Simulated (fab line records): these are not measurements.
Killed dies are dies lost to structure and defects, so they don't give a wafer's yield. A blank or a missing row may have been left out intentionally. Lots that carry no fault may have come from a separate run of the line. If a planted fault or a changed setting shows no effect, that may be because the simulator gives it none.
One fault seen from 2 desks | flow n5Finfet | every desk sees just its own numbers, and what lay behind them comes last

## AT THE METROLOGY DESK
What the gauges read, lot by lot, whatever tool the lot ran on: means of the sampled wafers that have a number. Any lot whose mean is over 4 standard deviations away from the usual mean is out of limits and marked OUT; that distance is given in the brackets.
Columns: A = PAD_OVL at N5_PASSIVATION_OVL_MEAS_63, usual -3 nm
lot  | first seen here | A
L137 | day 12 18:32    | -9
L139 | day 13 06:20    | 5
L144 | day 13 18:45    | 1
L140 | day 13 21:56    | -10
L142 | day 14 10:20    | -0
L149 | day 15 05:47    | -7
L147 | day 15 06:28    | 0
L151 | day 15 14:45    | -13
L148 | day 15 15:47    | 6
L160 | day 18 00:46    | -2
L159 | day 18 12:14    | 6
L158 | day 19 06:08    | -4
This desk found nothing out of limits on any of the 12 lots.

## FOR THE TOOL OWNER'S DESK: rieSi-02
The tool's own readings at N5_PMOS_HMC_CHANNEL_EPI_FIN_RECESS_16 (chemistry HBr/Cl2, target Si, target depth 54 nm, time 18 s): means of the sampled wafers that have a number, for each lot that ran on this tool. Any lot whose mean is over 4 standard deviations away from the usual mean is out of limits and marked OUT; that distance is given in the brackets.
Columns: A = HBr_flow_sccm at N5_PMOS_HMC_CHANNEL_EPI_FIN_RECESS_16, usual 150.0 sccm; B = biasW at N5_PMOS_HMC_CHANNEL_EPI_FIN_RECESS_16, usual 75.04 W; C = drypumpMotorCurrentA at N5_PMOS_HMC_CHANNEL_EPI_FIN_RECESS_16, usual 5.9 A; D = oesProductAu at N5_PMOS_HMC_CHANNEL_EPI_FIN_RECESS_16, usual 1.002 a.u.; E = throttleValvePct at N5_PMOS_HMC_CHANNEL_EPI_FIN_RECESS_16, usual 35.3 %
lot  | first seen here | A     | B     | C   | D     | E
L137 | day 1 17:31     | 150.3 | 74.90 | 5.8 | 0.994 | 35.6
L140 | day 2 12:12     | 149.6 | 75.22 | 5.8 | 0.993 | 35.5
L149 | day 4 17:55     | 149.9 | 74.95 | 6.1 | 0.997 | 35.6
L151 | day 5 05:46     | 150.1 | 74.91 | 6.1 | 0.998 | 35.6
L158 | day 7 00:16     | 149.7 | 75.20 | 5.8 | 0.978 | 35.7
L159 | day 7 05:55     | 150.3 | 75.22 | 5.8 | 0.987 | 35.7
This desk found nothing out of limits on any of the 6 lots.

## ALL TOGETHER
The metrology desk saw nothing out of limits.
The tool owner's desk saw nothing out of limits.

## WHAT THE SIMULATOR PUT IN
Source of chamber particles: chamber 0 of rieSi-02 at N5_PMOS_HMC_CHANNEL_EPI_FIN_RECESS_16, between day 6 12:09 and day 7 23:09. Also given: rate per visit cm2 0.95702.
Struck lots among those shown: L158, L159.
